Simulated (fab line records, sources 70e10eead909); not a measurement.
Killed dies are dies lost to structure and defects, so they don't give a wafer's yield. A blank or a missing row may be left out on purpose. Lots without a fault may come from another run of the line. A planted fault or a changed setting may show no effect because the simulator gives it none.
Chamber matching | flow nand_harc | NHARC_A_STAIRCASE_ETCHBACK_157 on rie_diel-13: 4 sister chambers
The step etches the open film in CH3F/O2, target depth 90 nm, time 167.14 s. 20 wafers are shown with their chamber, then 10 later ones without.

WAFERS WITH THEIR CHAMBER
wafer  | chamber | drypump_motor_current_A (A) | showerhead_plenum_p_Torr (Torr) | rf_vpp_V (V)
L074.2 | 1       | 6.1                         | 2.65                            | 247.3
L074.3 | 0       | 5.5                         | 2.52                            | 243.7
L074.6 | 2       | 6.1                         | 2.44                            | 245.7
L085.3 | 0       | 5.5                         | 2.51                            | 246.4
L085.4 | 2       | 6.1                         | 2.42                            | 242.8
L085.5 | 1       | 6.1                         | 2.63                            | 246.4
L084.1 | 0       | 5.5                         | 2.51                            | 244.1
L084.2 | 3       | 5.2                         | 2.48                            | 247.0
L084.6 | 0       | 5.5                         | 2.51                            | 245.2
L086.4 | 3       | 5.2                         | 2.48                            | 245.2
L086.5 | 3       | 5.2                         | 2.48                            | 243.2
L086.6 | 2       | 6.0                         | 2.42                            | 244.6
L089.2 | 3       | 5.2                         | 2.47                            | 243.8
L089.5 | 3       | 5.2                         | 2.47                            | 244.2
L089.6 | 0       | 5.5                         | 2.51                            | 245.3
L088.1 | 2       | 6.1                         | 2.42                            | 244.6
L088.4 | 0       | 5.5                         | 2.51                            | 244.1
L088.6 | 0       | 5.5                         | 2.51                            | 245.6
L090.1 | 3       | 5.2                         | 2.47                            | 245.0
L090.4 | 0       | 5.5                         | 2.50                            | 244.9

SIGNATURES (means of the wafers above)
reading                  | chamber 0 | chamber 1 | chamber 2 | chamber 3 | scatter within a chamber
drypump_motor_current_A  | 5.500     | 6.100     | 6.075     | 5.200     | 0.0217
showerhead_plenum_p_Torr | 2.5100    | 2.6400    | 2.4250    | 2.4750    | 0.00729
rf_vpp_V                 | 244.912   | 246.850   | 244.425   | 244.733   | 1.1
Rule: a wafer's distance from a chamber is the root of the sum, over the readings, of the square of ((its reading less the chamber's mean) divided by the reading's scatter). The wafer belongs to the nearest chamber; if the next one is less than 2 further off, it can't be placed. The scatter: the root of (the sum of the squares of (reading less its chamber's mean) over the shown wafers, divided by (wafers less chambers)).

WAFERS WITHOUT THEIR CHAMBER
wafer  | drypump_motor_current_A (A) | showerhead_plenum_p_Torr (Torr) | rf_vpp_V (V)
L090.5 | 6.0                         | 2.42                            | 243.2
L093.2 | 6.0                         | 2.41                            | 245.4
L093.4 | 6.1                         | 2.62                            | 245.5
L093.6 | 5.2                         | 2.47                            | 244.7
L092.2 | 6.0                         | 2.62                            | 247.8
L092.3 | 5.2                         | 2.47                            | 244.3
L092.4 | 5.5                         | 2.50                            | 245.3
L096.1 | 5.5                         | 2.50                            | 243.4
L096.3 | 5.3                         | 2.46                            | 244.4
L096.6 | 5.5                         | 2.50                            | 245.7

WHICH CHAMBER EACH WENT THROUGH
wafer  | from the rows above | in truth
L090.5 | 2                   | 2
L093.2 | 2                   | 2
L093.4 | 1                   | 1
L093.6 | 3                   | 3
L092.2 | 1                   | 1
L092.3 | 3                   | 3
L092.4 | 0                   | 0
L096.1 | 0                   | 0
L096.3 | 3                   | 3
L096.6 | 0                   | 0
Placed correctly: 10 of 10. Can't be placed from these rows: 0. Placed wrongly: 0.
